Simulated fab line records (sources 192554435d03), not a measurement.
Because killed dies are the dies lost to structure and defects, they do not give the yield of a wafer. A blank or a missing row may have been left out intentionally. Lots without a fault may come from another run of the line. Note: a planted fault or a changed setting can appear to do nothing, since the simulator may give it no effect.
Chamber matching || flow n5_finfet || N5_BEOL_M9_CURE_72 on uv_cure-03 has 3 sister chambers
The step cures SiCOH lowk, time 120 s. 6 wafers are shown with their chamber, then 12 later ones without.

## WAFERS PAIRED WITH THEIR CHAMBERS
{"wafer": "L086.3", "chamber": 2, "wafer_temp_C_max": 372.4, "lamp_power_pct (%)": 52.18}
{"wafer": "L086.5", "chamber": 2, "wafer_temp_C_max": 372.4, "lamp_power_pct (%)": 52.33}
{"wafer": "L087.2", "chamber": 1, "wafer_temp_C_max": 372.3, "lamp_power_pct (%)": 52.32}
{"wafer": "L087.5", "chamber": 1, "wafer_temp_C_max": 372.8, "lamp_power_pct (%)": 52.27}
{"wafer": "L089.3", "chamber": 0, "wafer_temp_C_max": 371.5, "lamp_power_pct (%)": 52.29}
{"wafer": "L089.5", "chamber": 0, "wafer_temp_C_max": 371.1, "lamp_power_pct (%)": 52.37}

## WAFERS WITHOUT THEIR CHAMBER
{"wafer": "L092.3", "wafer_temp_C_max": 371.0, "lamp_power_pct (%)": 52.36}
{"wafer": "L092.4", "wafer_temp_C_max": 371.5, "lamp_power_pct (%)": 52.29}
{"wafer": "L092.5", "wafer_temp_C_max": 371.3, "lamp_power_pct (%)": 52.27}
{"wafer": "L090.4", "wafer_temp_C_max": 371.0, "lamp_power_pct (%)": 52.28}
{"wafer": "L090.5", "wafer_temp_C_max": 371.9, "lamp_power_pct (%)": 52.33}
{"wafer": "L090.6", "wafer_temp_C_max": 371.7, "lamp_power_pct (%)": 52.32}
{"wafer": "L093.1", "wafer_temp_C_max": 372.0, "lamp_power_pct (%)": 52.23}
{"wafer": "L093.2", "wafer_temp_C_max": 372.6, "lamp_power_pct (%)": 52.31}
{"wafer": "L093.6", "wafer_temp_C_max": 372.1, "lamp_power_pct (%)": 52.31}
{"wafer": "L095.2", "wafer_temp_C_max": 372.3, "lamp_power_pct (%)": 52.37}
{"wafer": "L095.3", "wafer_temp_C_max": 372.3, "lamp_power_pct (%)": 52.37}
{"wafer": "L095.6", "wafer_temp_C_max": 371.6, "lamp_power_pct (%)": 52.25}

## EACH ONE'S CHAMBER
{"wafer": "L092.3", "from the rows above": 0, "in truth": 0}
{"wafer": "L092.4", "from the rows above": 0, "in truth": 0}
{"wafer": "L092.5", "from the rows above": 0, "in truth": 0}
{"wafer": "L090.4", "from the rows above": 0, "in truth": 0}
{"wafer": "L090.5", "from the rows above": "can't be placed: 2 or 0 or 1", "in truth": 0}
{"wafer": "L090.6", "from the rows above": "can't be placed: 0 or 2 or 1", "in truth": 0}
{"wafer": "L093.1", "from the rows above": "can't be placed: 2 or 1 or 0", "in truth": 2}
{"wafer": "L093.2", "from the rows above": "can't be placed: 1 or 2", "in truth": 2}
{"wafer": "L093.6", "from the rows above": "can't be placed: 2 or 1 or 0", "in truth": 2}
{"wafer": "L095.2", "from the rows above": "can't be placed: 1 or 2", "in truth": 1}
{"wafer": "L095.3", "from the rows above": "can't be placed: 1 or 2", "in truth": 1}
{"wafer": "L095.6", "from the rows above": "can't be placed: 0 or 2", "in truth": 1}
Placed correctly: 4 of 12. Can't be placed from these rows: 8 (the true chamber is among the candidates in 7). Wrongly placed: 0.
How it was worked out, from the rows above alone: a wafer's distance from a chamber is the root of the sum, over the readings, of the square of ((its reading less the chamber's mean) divided by the reading's scatter). If the next closest chamber is less than 2 further off than the closest, the wafer can't be placed; otherwise it belongs to the closest. For every chamber, the mean is computed from those of its wafers that are shown. The scatter: the root of (the sum of the squares of (reading less its chamber's mean) over the shown wafers, divided by (wafers less chambers)).
